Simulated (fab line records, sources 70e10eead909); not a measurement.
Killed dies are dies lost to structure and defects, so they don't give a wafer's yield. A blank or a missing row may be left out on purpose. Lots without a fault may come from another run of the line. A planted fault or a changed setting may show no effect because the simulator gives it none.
Chamber matching | flow nand_harc | NHARC_A_WL_FILL_ALD_02 on ald_metal-02: 4 sister chambers
The step deposits TiN, target thk 2 nm, pulse time 3 s, ald cycles 100. 7 wafers are shown with their chamber, then 7 later ones without.

WAFERS WITH THEIR CHAMBER
wafer  | chamber | heater_power_w (W) | precursor_pulse_height_rel
L077.1 | 1       | 999                | 0.980
L079.6 | 3       | 1168               | 1.005
L083.3 | 3       | 1126               | 0.998
L083.4 | 2       | 1109               | 1.003
L083.6 | 0       | 1378               | 1.003
L084.3 | 2       | 1115               | 0.987
L084.4 | 0       | 1333               | 0.990

WAFERS WITHOUT THEIR CHAMBER
wafer  | heater_power_w (W) | precursor_pulse_height_rel
L084.6 | 1022               | 1.011
L089.2 | 1000               | 1.015
L089.3 | 1356               | 0.992
L089.4 | 1089               | 1.007
L095.2 | 1033               | 1.031
L095.4 | 1295               | 1.014
L095.5 | 1007               | 0.992

WHICH CHAMBER EACH WENT THROUGH
wafer  | from the rows above          | in truth
L084.6 | can't be placed: 1 or 2 or 3 | 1
L089.2 | can't be placed: 1 or 2      | 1
L089.3 | 0                            | 0
L089.4 | can't be placed: 2 or 3      | 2
L095.2 | can't be placed: 2 or 3 or 1 | 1
L095.4 | 0                            | 0
L095.5 | 1                            | 1
Placed correctly: 3 of 7. Can't be placed from these rows: 4 (the true chamber is among the candidates in 4). Placed wrongly: 0.
How it was worked out, from the rows above alone: a wafer's distance from a chamber is the root of the sum, over the readings, of the square of ((its reading less the chamber's mean) divided by the reading's scatter). The wafer belongs to the nearest chamber; if the next one is less than 2 further off, it can't be placed. A chamber's mean is the mean of its shown wafers. The scatter: the root of (the sum of the squares of (reading less its chamber's mean) over the shown wafers, divided by (wafers less chambers)).
